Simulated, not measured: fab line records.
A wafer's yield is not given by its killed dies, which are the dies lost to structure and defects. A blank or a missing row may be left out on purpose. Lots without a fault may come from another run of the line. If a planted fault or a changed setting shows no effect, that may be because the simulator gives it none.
fab line records    flow n5-finfet
record: lots: 14  wafers: 35  last-day: 19
route steps=1938 shown DUMMY_GATE@249 SPACER0@259 SD_EPI_N@268 BEOL_M4@1111
lots with no fault: from the same line, run without faults
start-h: start of the lot's first displayed wafer, in hours after the record's first day    wait-h: how many hours have passed since the lot's step before this one    " unchanged from the row above    L1.1+2: a single row standing in for several wafers    - no value, or no start was given    * or withheld: withheld    < > ~ a bound
route shown NAME@n: names a module that has steps shown in the file, with the first one's number in the route    usual: mean/standard deviation taken from wafers without a fault    same: alike in all rows    chamber/n: place in a boat    sites: readings site by site    _std_site: how widely they spread, as a standard deviation    _edge_site: inner sites' mean taken away from outer sites' mean    radius-mm: for every site, how far away it sits from the centre of the wafer    mask NAME#n: copy n    behind: the most recent tool/chamber to have shaped the wafer    hold: reason for holding the lot/hours on hold/outcome of the hold    device: names the non-switching transistor (n, p or np)    end of line: tests of these same wafers at the route's end    where a step has no rows: the recipe by itself    killed: dies that structure and defects cost at the first sort, which is not the same as the wafer's yield    map: a wafer's dies, x killed, . not, _ none there
set.NAME: the run value of the setting; set.NAME@STEP: its run value at that earlier step    model.NAME: the simulator's own value behind a step, which no gauge read
steps of the route over a sample of lots; a table a step, a row a wafer
services: a tool's chamber out of use, with start hour (start-h, from the record's first day; less than 0 if before it), hours out, and reason
== steps ==
step: N5_DUMMY_GATE_CD_MEAS_24
recipe: target-cd-nm: 15
usual: cd-nm: 15.0/0.51
lot.wafer  tool       chamber  start-h  wait-h  cd-nm
L273.2     cd-sem-02  -        46.69    0.1     14.6
L273.3     "          -        "        "       13.7
L273.5     "          -        "        "       14.6
L274.3     cd-sem-01  -        54.57    0.1     15.3
L274.4     "          -        "        "       15.4
L275.1     cd-sem-02  -        67.91    0.1     15.1
L275.5     "          -        "        "       14.3
L275.6     "          -        "        "       15.5
L276.1     cd-sem-01  -        74.34    0.1     15.3
L276.5     "          -        "        "       14.8
L278.1     cd-sem-02  -        82.19    0.1     14.7
L278.2     "          -        "        "       15.1
L279.1     cd-sem-01  -        84.94    0.1     14.4
L279.3     "          -        "        "       14.2
L279.4     "          -        "        "       15.6
L280.1     cd-sem-02  -        90.11    0.1     14.8
L280.2     "          -        "        "       15.0
L280.4     "          -        "        "       15.1
L281.2     cd-sem-03  -        94.65    0.1     15.4
L281.5     "          -        "        "       15.0
L289.1     cd-sem-02  -        143.48   0.1     15.2
L289.2     "          -        "        "       15.6
L291.1     cd-sem-01  -        160.15   0.1     15.1
L291.5     "          -        "        "       15.8
L293.1     cd-sem-03  -        167.89   0.1     15.9
L293.2     "          -        "        "       15.1
L293.5     "          -        "        "       15.2
L294.1     cd-sem-02  -        173.36   0.1     15.1
L294.5     "          -        "        "       15.1
L294.6     "          -        "        "       14.9
L295.3     cd-sem-01  -        182.46   0.1     14.6
L295.5     "          -        "        "       14.3
L295.6     "          -        "        "       15.8
L296.1     cd-sem-01  -        188.56   0.1     15.6
L296.4     "          -        "        "       15.9
step: N5_DUMMY_GATE_ETCH_42
recipe: chemistry: CHF3/O2  target: SiO2  target-depth-a: 35  time-s: 31  ion-energy-ev: 30  bias-w: 12  pressure-mtorr: 30  source-w: 600  Ar_flow_sccm: 200  CHF3_flow_sccm: 50  O2_flow_sccm: 5
usual: O2_flow_sccm: 5.002/0.014  bias-w: 12.00/0.037  drypump-motor-current-A: 5.77/0.27  oes-product-au: 0.78/0.067  rf-vpp-V: 42.4/1.2  showerhead-plenum-p-Torr: 2.41/0.086  throttle-valve-pct: 18.78/0.24
lot.wafer  tool         chamber  start-h  wait-h  O2_flow_sccm  bias-w  drypump-motor-current-A  oes-product-au  rf-hours-counter-h  rf-vpp-V  showerhead-plenum-p-Torr  throttle-valve-pct
L273.2     rie-diel-06  0        46.80    0.1     4.979         12.00   5.92                     0.78            110                 42.4      2.54                      18.84
L273.3     "            2        "        "       5.009         12.02   6.04                     0.79            87                  42.1      2.32                      18.72
L273.5     "            2        "        "       5.009         11.99   6.03                     0.78            -                   40.8      2.32                      18.71
L274.3     rie-diel-05  2        54.76    0.2     5.005         11.99   5.66                     0.71            198                 40.8      2.38                      19.09
L274.4     "            2        "        "       4.993         11.91   5.63                     0.71            -                   41.7      2.38                      19.09
L275.1     rie-diel-01  3        67.95    0.0     5.001         12.09   5.83                     0.72            233                 41.8      2.48                      18.75
L275.5     "            2        "        "       5.011         11.93   5.66                     0.74            -                   42.2      2.50                      19.02
L275.6     "            3        "        "       4.972         12.07   5.85                     0.71            -                   42.3      2.48                      18.74
L276.1     rie-diel-01  0        74.49    0.1     5.018         12.00   5.67                     0.88            35                  41.9      2.37                      18.34
L276.5     "            2        "        "       4.995         12.05   5.67                     0.73            -                   42.3      2.50                      19.02
L278.1     rie-diel-06  1        82.35    0.2     4.969         11.96   6.28                     0.76            188                 39.9      2.30                      18.53
L278.2     "            3        "        "       5.021         12.01   5.40                     0.89            20                  43.1      2.57                      18.84
L279.1     rie-diel-05  1        84.99    0.0     5.000         11.98   5.19                     0.75            143                 42.5      2.30                      18.94
L279.3     "            0        "        "       5.023         11.99   5.80                     0.75            154                 41.1      2.40                      18.84
L279.4     "            3        "        "       4.989         12.05   5.75                     0.89            57                  43.9      2.35                      18.36
L280.1     rie-diel-01  2        90.16    0.0     4.994         12.05   5.67                     0.72            183                 42.2      2.50                      19.03
L280.2     "            3        "        "       5.025         11.88   5.85                     0.70            239                 41.8      2.48                      18.75
L280.4     "            1        "        "       5.001         12.00   6.11                     0.87            40                  42.0      2.47                      18.81
L281.2     rie-diel-05  0        94.69    0.0     5.003         11.98   5.80                     0.74            158                 41.1      2.40                      18.86
L281.5     "            3        "        "       4.999         12.02   5.76                     0.87            -                   46.2      2.35                      18.36
L289.1     rie-diel-06  1        143.53   0.0     5.011         11.97   6.24                     0.75            200                 42.1      2.29                      18.55
L289.2     "            3        "        "       4.994         11.97   5.41                     0.86            37                  41.8      2.56                      18.86
L291.1     rie-diel-05  1        160.20   0.0     4.990         12.01   5.20                     0.72            166                 43.7      2.30                      18.99
L291.5     "            2        "        "       4.998         11.99   5.64                     0.69            -                   42.1      2.37                      19.14
L293.1     rie-diel-06  0        167.94   0.0     5.004         11.98   5.91                     0.75            144                 42.9      2.53                      18.92
L293.2     "            2        "        "       5.011         12.04   6.02                     0.75            120                 40.1      2.31                      18.77
L293.5     "            0        "        "       5.000         11.98   5.91                     0.75            -                   43.7      2.53                      18.91
L294.1     rie-diel-06  1        173.41   0.0     5.011         11.99   6.26                     0.74            208                 42.7      2.29                      18.57
L294.5     "            0        "        "       5.021         12.03   5.88                     0.75            -                   43.7      2.53                      18.91
L294.6     "            1        "        "       4.995         11.95   6.27                     0.74            -                   40.8      2.29                      18.57
L295.3     rie-diel-01  2        182.61   0.2     5.002         11.94   5.66                     0.71            205                 43.9      2.49                      19.07
L295.5     "            1        "        "       5.005         12.00   6.11                     0.85            -                   42.5      2.46                      18.86
L295.6     "            0        "        "       5.009         11.96   5.64                     0.83            -                   41.7      2.36                      18.40
L296.1     rie-diel-06  1        188.61   0.0     4.998         12.01   6.26                     0.74            212                 42.0      2.29                      18.58
L296.4     "            2        "        "       5.001         12.04   6.00                     0.74            126                 40.8      2.31                      18.78
step: N5_SPACER0_ALD_00
recipe: material: SiOCN  target-thk-a: 35  temp-c: 400  ald-precursor-family: alkyl-aminosilane  ald-co-reactant: O2/N2-plasma  pulse-time-s: 3  purge-time-s: 2  co-reactant-purge-time-s: 2  ald-cycles: 58  pressure-torr: 2
usual: chamber-pressure-Torr: 2.000/0.004  heater-power-outer-w: 511/47  heater-power-w: 815/51  precursor-pulse-height-rel: 1.000/0.018  susceptor-temp-C: 399.99/0.22
lot.wafer  tool        chamber  start-h  wait-h  chamber-pressure-Torr  heater-power-outer-w  heater-power-w  precursor-pulse-height-rel  susceptor-temp-C
L273.2     ald-sin-02  2        47.24    0.1     2.000                  597                   941             1.036                       399.92
L273.3     "           3        "        "       1.999                  534                   836             0.981                       399.74
L273.5     "           3        "        "       1.994                  542                   845             0.983                       399.91
L274.3     ald-sin-01  3        55.18    0.1     2.002                  529                   752             1.012                       399.76
L274.4     "           0        "        "       2.001                  498                   757             1.012                       400.16
L275.1     ald-sin-02  2        68.38    0.1     2.002                  607                   894             0.985                       399.64
L275.5     "           2        "        "       1.999                  598                   918             0.996                       399.61
L275.6     "           1        "        "       2.002                  487                   775             1.001                       400.18
L276.1     ald-sin-03  0        74.91    0.1     2.001                  494                   782             1.019                       399.70
L276.5     "           3        "        "       1.995                  459                   714             1.003                       400.08
L278.1     ald-sin-03  1        82.99    0.1     1.996                  512                   865             0.994                       400.36
L278.2     "           0        "        "       2.003                  486                   803             1.004                       400.30
L279.1     ald-sin-03  1        85.41    0.1     2.002                  513                   844             1.014                       399.61
L279.3     "           2        "        "       2.002                  480                   804             0.984                       400.23
L279.4     "           0        "        "       2.003                  476                   805             0.996                       400.00
L280.1     ald-sin-03  2        91.95    0.1     2.005                  485                   822             0.987                       399.77
L280.2     "           1        "        "       1.995                  507                   838             0.975                       399.95
L280.4     "           3        "        "       1.993                  455                   713             1.017                       399.91
L281.2     ald-sin-02  3        96.19    0.1     1.998                  537                   845             0.975                       400.20
L281.5     "           3        "        "       2.005                  547                   857             1.000                       400.36
L289.1     ald-sin-02  1        144.99   0.1     2.002                  482                   774             1.029                       399.75
L289.2     "           3        "        "       1.999                  557                   867             1.013                       400.03
L291.1     ald-sin-02  0        161.82   0.1     1.996                  567                   837             0.992                       399.94
L291.5     "           1        "        "       2.003                  482                   791             0.997                       399.91
L293.1     ald-sin-02  1        168.41   0.1     2.003                  474                   786             1.020                       400.00
L293.2     "           0        "        "       2.001                  564                   827             0.972                       399.59
L293.5     "           1        "        "       2.000                  470                   808             0.968                       399.73
L294.1     ald-sin-01  1        173.84   0.1     2.002                  436                   801             1.022                       399.58
L294.5     "           1        "        "       2.002                  444                   832             0.975                       400.04
L294.6     "           0        "        "       1.990                  493                   776             1.014                       399.86
L295.3     ald-sin-03  3        183.04   0.1     1.999                  469                   721             0.986                       399.51
L295.5     "           0        "        "       2.001                  485                   792             0.988                       399.98
L295.6     "           3        "        "       1.997                  462                   711             1.000                       399.48
L296.1     ald-sin-01  1        189.51   0.1     1.998                  430                   832             1.033                       399.82
L296.4     "           2        "        "       1.999                  501                   823             1.009                       399.95
step: N5_SD_EPI_N_PEB_07
recipe: peb-temp-c: 110  peb-time-s: 60  resist: CAR-ArF-block
usual: heater-power-total-W: 175.4/1.6
lot.wafer  tool            chamber  start-h  wait-h  heater-power-total-W
L273.2     litho-track-03  0        47.98    0.0     174.2
L273.3     "               0        "        "       175.1
L273.5     "               0        "        "       172.9
L274.3     litho-track-02  0        55.93    0.0     177.5
L274.4     "               0        "        "       177.6
L275.1     litho-track-03  0        69.14    0.1     173.0
L275.5     "               0        "        "       175.1
L275.6     "               0        "        "       176.9
L276.1     litho-track-04  0        75.53    0.1     176.0
L276.5     "               0        "        "       173.8
L278.1     litho-track-04  0        83.74    0.1     173.2
L278.2     "               0        "        "       174.1
L279.1     litho-track-04  0        86.04    0.1     173.0
L279.3     "               0        "        "       177.6
L279.4     "               0        "        "       173.0
L280.1     litho-track-03  0        92.69    0.1     173.1
L280.2     "               0        "        "       175.2
L280.4     "               0        "        "       176.3
L281.2     litho-track-02  0        96.81    0.0     174.0
L281.5     "               0        "        "       173.9
L289.1     litho-track-03  0        145.73   0.1     208.0
L289.2     "               0        "        "       209.6
L291.1     litho-track-03  0        162.57   0.1     209.7
L291.5     "               0        "        "       175.7
L293.1     litho-track-04  0        169.15   0.1     176.2
L293.2     "               0        "        "       173.2
L293.5     "               0        "        "       177.1
L294.1     litho-track-02  0        174.46   0.1     175.1
L294.5     "               0        "        "       174.3
L294.6     "               0        "        "       175.4
L295.3     litho-track-04  0        183.78   0.0     173.5
L295.5     "               0        "        "       176.3
L295.6     "               0        "        "       177.2
L296.1     litho-track-02  0        190.26   0.1     173.5
L296.4     "               0        "        "       173.9
step: N5_SD_EPI_N_CD_MEAS_09
recipe: target-cd-nm: 120  landing-energy-ev: 500  detector: se-inlens
usual: cd-nm: 120.0/0.74
lot.wafer  tool       chamber  start-h  wait-h  cd-nm
L273.2     cd-sem-03  0        48.05    -       119.7
L273.3     "          0        "        "       119.1
L273.5     "          0        "        "       120.6
L274.3     cd-sem-02  0        56.00    -       120.6
L274.4     "          0        "        "       119.9
L275.1     cd-sem-03  0        69.21    -       120.3
L275.5     "          0        "        "       120.7
L275.6     "          0        "        "       119.6
L276.1     cd-sem-03  0        75.60    -       120.9
L276.5     "          0        "        "       118.5
L278.1     cd-sem-01  0        83.81    -       119.1
L278.2     "          0        "        "       120.9
L279.1     cd-sem-01  0        86.10    -       120.0
L279.3     "          0        "        "       118.8
L279.4     "          0        "        "       119.3
L280.1     cd-sem-03  0        92.76    -       119.8
L280.2     "          0        "        "       120.3
L280.4     "          0        "        "       120.6
L281.2     cd-sem-01  0        96.88    -       120.3
L281.5     "          0        "        "       119.2
L289.1     cd-sem-01  0        145.80   -       109.4
L289.2     "          0        "        "       110.6
L291.1     cd-sem-01  0        162.64   -       110.6
L291.5     "          0        "        "       119.6
L293.1     cd-sem-03  0        169.22   -       119.6
L293.2     "          0        "        "       121.3
L293.5     "          0        "        "       120.7
L294.1     cd-sem-03  0        174.53   -       119.6
L294.5     "          0        "        "       120.7
L294.6     "          0        "        "       121.7
L295.3     cd-sem-02  0        183.85   -       120.0
L295.5     "          0        "        "       121.2
L295.6     "          0        "        "       120.9
L296.1     cd-sem-01  0        190.33   -       121.0
L296.4     "          0        "        "       121.0
step: N5_BEOL_M4_RC_MEAS_101
usual: DIBL_N: 36.4/2.2  DIBL_P: 36.3/2.5  IOFF_N: 0.17/0.052  IOFF_P: 0.23/0.049  ION_N: 674/17  ION_P: 464/11  SS_N: 71.7/0.98  SS_P: 73.3/0.84  VT_N: 250/4  VT_P: -249/3.8
lot.wafer  tool       chamber  start-h  wait-h  DIBL_N[mV/V]  DIBL_P[mV/V]  IOFF_N[nA/um]  IOFF_P[nA/um]  ION_N[uA/um]  ION_P[uA/um]  SS_N[mV/dec]  SS_P[mV/dec]  VT_N[mV]  VT_P[mV]
L273.2     prober-02  0        175.89   0.2     36.9          38.2          0.18           0.25           708           483           71.2          73.4          246       -246
L273.3     "          0        "        "       40.0          41.8          0.23           0.32           704           487           72.4          75.1          245       -243
L273.5     "          0        "        "       38.3          40.1          0.19           0.30           682           472           72.0          75.2          246       -245
L274.3     prober-01  0        186.41   0.3     36.5          36.3          0.15           0.22           686           466           71.0          72.7          247       -249
L274.4     "          0        "        "       34.8          33.8          0.11           0.18           627           440           71.2          73.0          259       -257
L276.1     prober-02  0        228.12   0.0     37.2          36.4          0.19           0.25           657           448           73.0          74.4          248       -247
L276.5     "          0        "        "       38.7          39.8          0.22           0.33           654           455           72.3          75.3          247       -245
L275.1     prober-02  0        239.10   0.0     37.6          38.8          0.21           0.33           691           477           71.3          73.8          246       -242
L275.5     "          0        "        "       36.1          35.6          0.16           0.25           686           481           71.6          73.1          251       -244
L275.6     "          0        "        "       33.2          33.2          0.12           0.21           656           464           70.8          72.4          256       -247
L280.1     prober-02  0        247.49   0.0     35.6          35.1          0.13           0.18           666           454           71.5          73.4          254       -254
L280.2     "          0        "        "       37.0          36.9          0.18           0.21           692           466           71.9          73.4          247       -249
L280.4     "          0        "        "       36.9          38.0          0.17           0.23           677           465           70.9          74.2          249       -249
L279.1     prober-02  0        248.98   0.0     38.3          38.9          0.21           0.25           697           472           72.0          73.7          247       -249
L279.3     "          0        "        "       39.6          38.2          0.22           0.24           675           456           72.2          74.4          248       -250
L279.4     "          0        "        "       35.8          33.9          0.17           0.17           673           454           72.2          72.9          248       -252
L278.1     prober-01  0        256.79   0.0     34.1          32.0          0.11           0.18           652           460           71.0          72.5          257       -249
L278.2     "          0        "        "       35.5          34.3          0.14           0.22           664           463           70.7          73.3          252       -246
L281.2     prober-01  0        259.32   0.2     34.4          35.8          0.15           0.20           683           464           72.2          73.1          248       -250
L281.5     "          0        "        "       34.4          36.2          0.14           0.22           651           454           71.8          73.4          253       -252
L289.1     prober-01  0        321.84   0.0     38.8          38.8          0.24           0.27           700           478           71.9          74.3          243       -243
L289.2     "          0        "        "       38.0          36.3          0.21           0.22           649           447           73.6          74.4          248       -251
L291.1     prober-02  0        323.58   0.0     36.0          35.7          0.14           0.18           660           451           71.6          73.3          252       -250
L291.5     "          0        "        "       33.9          33.5          0.11           0.17           648           448           70.8          72.1          254       -252
L293.1     prober-01  0        326.37   0.0     33.2          33.6          0.11           0.17           667           459           70.6          71.8          252       -249
L293.2     "          0        "        "       37.1          37.4          0.18           0.23           695           472           72.1          72.9          244       -244
L293.5     "          0        "        "       35.7          35.1          0.15           0.18           659           451           70.6          72.5          251       -252
L294.1     prober-02  0        331.96   0.0     35.2          34.1          0.15           0.20           683           464           71.3          72.3          249       -251
L294.5     "          0        "        "       35.0          34.6          0.14           0.20           675           466           71.2          72.1          251       -250
L294.6     "          0        "        "       36.6          36.3          0.17           0.23           689           470           72.5          73.7          249       -249
L295.3     prober-01  0        348.84   0.3     35.3          35.1          0.15           0.21           679           470           71.6          73.5          252       -248
L295.5     "          0        "        "       37.2          37.3          0.19           0.24           687           470           71.8          73.9          247       -249
L295.6     "          0        "        "       32.0          30.7          0.11           0.16           676           470           69.8          72.2          255       -253
L296.1     prober-01  0        349.46   0.7     33.5          34.5          0.12           0.19           652           459           71.2          72.9          255       -249
L296.4     "          0        "        "       34.1          34.9          0.14           0.20           674           470           70.4          71.8          248       -249
== services ==
tool         chamber  start-h  hours  kind
ald-sin-03   0        28.16    12.2   repair
ald-sin-02   -        30.32    1.1    repair
rie-diel-05  -        36.84    3.3    repair
rie-diel-01  0        41.96    13.1   repair
rie-diel-05  1        47.74    9.5    repair
rie-diel-06  -        55.42    2.8    pm
rie-diel-05  3        59.32    3.6    repair
ald-sin-03   2        71.74    6.7    repair
ald-sin-03   3        77.20    4.8    repair
rie-diel-05  2        86.52    6.5    repair
ald-sin-03   1        118.42   19.7   repair
ald-sin-03   -        125.02   0.2    repair
rie-diel-06  -        132.24   0.2    repair
rie-diel-01  2        137.63   13.2   repair
rie-diel-06  -        142.13   0.4    repair
ald-sin-03   -        144.13   2.8    pm
rie-diel-01  3        145.39   3.7    repair
ald-sin-03   -        159.04   6.0    pm
rie-diel-05  3        162.96   6.1    repair
rie-diel-05  2        176.92   13.9   repair
ald-sin-02   -        177.14   14.0   pm
ald-sin-02   0        177.14   14.0   vent-cycle
rie-diel-06  0        177.68   4.9    repair
rie-diel-06  -        185.73   0.7    repair
== key ==
first-sign: step: N5_SD_EPI_N_PEB_07  reading: heater-power-total-W  direction: up  sigmas: 21  usual: *  struck: *
effect: step: N5_SD_EPI_N_CD_MEAS_09  reading: cd-nm  direction: down  sigmas: 13  usual: 120.0  struck: 110.2
met-at N5_SD_EPI_N_PEB_07
struck-lots L289,L291
struck-wafers L289.1,L289.2,L291.1
sort-left-out L289.1,L289.2,L291.1
not-acting-at N5_DUMMY_GATE_CD_MEAS_24,N5_DUMMY_GATE_ETCH_42,N5_SPACER0_ALD_00
onset-between 92.69 145.73
fault: kind: process-parameter-drift  tool: litho-track-03  chamber: -  onset-h: 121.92  steps: N5_SD_EPI_N_PEB_07  channel: peb-time-s  offset: *  shape: step  end-h: 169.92  scope: struck-wafers-only  acts-in: *  stated: *
sort-left-out: the simulated sort isn't trusted on such a fault, so these wafers' sort isn't shown, and their yield isn't known
